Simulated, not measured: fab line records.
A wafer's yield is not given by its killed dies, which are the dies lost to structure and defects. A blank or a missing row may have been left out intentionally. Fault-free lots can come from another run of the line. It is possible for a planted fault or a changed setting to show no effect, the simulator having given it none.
Matching of chambers + flow n5 finfet + N5_BEOL_M8_STRIP_67 on rie diel-02: 4 sister chambers
The step strips in CF4. 4 wafers are shown with their chamber, then 8 later ones without.

== WAFERS PAIRED WITH THEIR CHAMBERS ==
| wafer  | chamber | showerhead plenum p Torr (Torr) |
|--------|---------|---------------------------------|
| L084.2 | 3       | 1.92                            |
| L089.4 | 0       | 1.80                            |
| L089.5 | 1       | 1.75                            |
| L094.3 | 2       | 1.73                            |

== WAFERS MISSING THEIR CHAMBER ==
| wafer  | showerhead plenum p Torr (Torr) |
|--------|---------------------------------|
| L094.5 | 1.80                            |
| L094.6 | 1.75                            |
| L092.1 | 1.80                            |
| L092.4 | 1.75                            |
| L092.5 | 1.80                            |
| L096.1 | 1.80                            |
| L096.3 | 1.73                            |
| L096.4 | 1.74                            |

== CHAMBER TAKEN BY EACH ==
| wafer  | from the rows above     | in truth |
|--------|-------------------------|----------|
| L094.5 | 0                       | 0        |
| L094.6 | 1                       | 1        |
| L092.1 | 0                       | 0        |
| L092.4 | 1                       | 1        |
| L092.5 | 0                       | 0        |
| L096.1 | 0                       | 0        |
| L096.3 | 2                       | 2        |
| L096.4 | can't be placed: 1 or 2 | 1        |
7 of 8 placed correctly. Unplaceable from these rows: 1, with the true chamber sitting among the candidates in 1. Number placed wrongly: 0.
How it was worked out, from the rows above alone: a wafer's distance from a chamber is the root of the sum, over the readings, of the square of ((its reading less the chamber's mean) divided by the reading's scatter). If the next closest chamber is less than 2 further off than the closest, the wafer can't be placed; otherwise it belongs to the closest. Each chamber's mean is taken over the wafers shown for it. The scatter: root of mean squared gap, hidden wafer to nearest shown wafer, with one shown wafer a chamber.
